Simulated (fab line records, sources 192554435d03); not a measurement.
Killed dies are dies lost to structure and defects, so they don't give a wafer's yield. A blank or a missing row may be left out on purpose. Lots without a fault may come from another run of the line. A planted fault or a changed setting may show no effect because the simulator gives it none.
Split-lot experiment | flow n5_finfet | 7 lots, 21 wafers read, on a route of 1938 steps

THE SPLIT
At N5_BEOL_M3_TRENCH_ETCH_37 (etches SiOC in C4F6/O2, target depth 55.555 nm, time 29.2 s), the setting source_w was moved away from the recipe's 355 W on 8 of the 21 wafers read, by -15.0% to +11.2%. The other wafers ran this setting at the recipe's value.

FROM THE SPLIT TO THE READING: what the file shows between them, 2 steps
- N5_BEOL_M3_ETCH_41: etches SiCN in CH3F/O2, target depth 29.9 nm, time 52.5 s
- N5_BEOL_M3_STRIP_97: strips in N2/H2, time 10 s

THE READING
trench_depth_nm, in nm, at N5_BEOL_M3_OCD_MEAS_38. Fault-free wafers of this fab line usually give 55.0 nm, standard deviation 0.79 nm.

wafer  | tool, chamber at the split | source_w as run, W | against the recipe | trench_depth_nm, nm | against lot-mates on the recipe
L075.2 | rie_diel-04, 0             | 375.8              | +5.9%              | 54.5                | +0.2
L075.3 | rie_diel-04, 2             | 355                | recipe             | 54.3                | -
L075.6 | rie_diel-04, 2             | 355                | recipe             | 54.2                | -
L081.2 | rie_diel-04, 3             | 355                | recipe             | 55.6                | -
L081.3 | rie_diel-04, 2             | 328.2              | -7.5%              | 52.5                | -3.1
L081.6 | rie_diel-04, 2             | 328.2              | -7.5%              | 52.8                | -2.8
L082.2 | rie_diel-02, 0             | 301.7              | -15.0%             | 51.3                | -2.8
L082.5 | rie_diel-02, 0             | 355                | recipe             | 54.1                | -
L082.6 | rie_diel-02, 1             | 301.7              | -15.0%             | 51.7                | -2.4
L083.2 | rie_diel-02, 3             | 355                | recipe             | 54.8                | -
L083.3 | rie_diel-02, 0             | 312.7              | -11.9%             | 51.4                | -3.4
L083.4 | rie_diel-02, 1             | 312.7              | -11.9%             | 52.7                | -2.1
L086.2 | rie_diel-01, 2             | 355                | recipe             | 55.2                | -
L086.3 | rie_diel-01, 3             | 355                | recipe             | 54.5                | -
L086.6 | rie_diel-01, 0             | 355                | recipe             | 55.2                | -
L089.1 | rie_diel-02, 1             | 355                | recipe             | 55.6                | -
L089.5 | rie_diel-02, 3             | 394.7              | +11.2%             | 57.2                | +1.6
L089.6 | rie_diel-02, 2             | 355                | recipe             | 55.6                | -
L093.1 | rie_diel-02, 0             | 355                | recipe             | 55.0                | -
L093.3 | rie_diel-02, 1             | 355                | recipe             | 55.2                | -
L093.4 | rie_diel-02, 3             | 355                | recipe             | 55.6                | -

THE FIT
A straight line over all 21 wafers: trench_depth_nm changes by +0.219 nm for each +1% of source_w; r = +0.91; the points scatter about the line by 0.66 nm.
The same after taking each lot's own level away (the mean of its wafers on the recipe; 21 wafers): +0.194 nm for each +1%; r = +0.91; scatter 0.59 nm.
On that fit, the largest move of source_w shifts the reading by 2.9 nm.
The lots' own levels span 54.10 to 55.60 nm, that is 1.9 times the standard deviation above.
So the lot-to-lot level changes the slope: the two fits differ.
Check: with one of the wafers moved furthest among these (-15.0%) left out of the fit, the line predicts -3.24 nm for it against its lot-mates. It came out at -2.8 nm against them.
Tool readings at the split's step, against how far the setting was moved: rf_vpp_V r = -0.97.

OTHER SPLITS ON THESE WAFERS
These wafers also went through other splits before the reading. Each is held against what the fit with the lots' levels taken away leaves over:
other split on the same wafers  | wafers away from the commonest value | r with trench_depth_nm (lot level and that fit taken away)
N5_BEOL_M2_VIA_ETCH_34 source_w | 4                                    | -0.14
N5_BEOL_M3_VIA_ETCH_34 bias_w   | 5                                    | -0.01

THE WHOLE CHAIN: every reading that the file lists as answering this split, in the file's order
step                      | what it does                                                | reading                                                                   | change (the file's fit)               | r (the file's)
N5_BEOL_M3_TRENCH_ETCH_37 | etches SiOC in C4F6/O2, target depth 55.555 nm, time 29.2 s | rf_vpp_V                                                                  | -3.27 V for each +1% of the setting   | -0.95
N5_BEOL_M3_TRENCH_ETCH_37 | etches SiOC in C4F6/O2, target depth 55.555 nm, time 29.2 s | BEOL_M3.feature_depth_nm (the simulator's own value, which no gauge read) | +0.203 nm for each +1% of the setting | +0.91
N5_BEOL_M3_TRENCH_ETCH_37 | etches SiOC in C4F6/O2, target depth 55.555 nm, time 29.2 s | etch.depth_nm (the simulator's own value, which no gauge read)            | +0.201 nm for each +1% of the setting | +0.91
N5_BEOL_M3_OCD_MEAS_38    |                                                             | trench_depth_nm                                                           | +0.196 nm for each +1% of the setting | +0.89

THE FILE'S OWN FIT
trench_depth_nm changes by +0.196 nm for each +1% of source_w, r = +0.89.
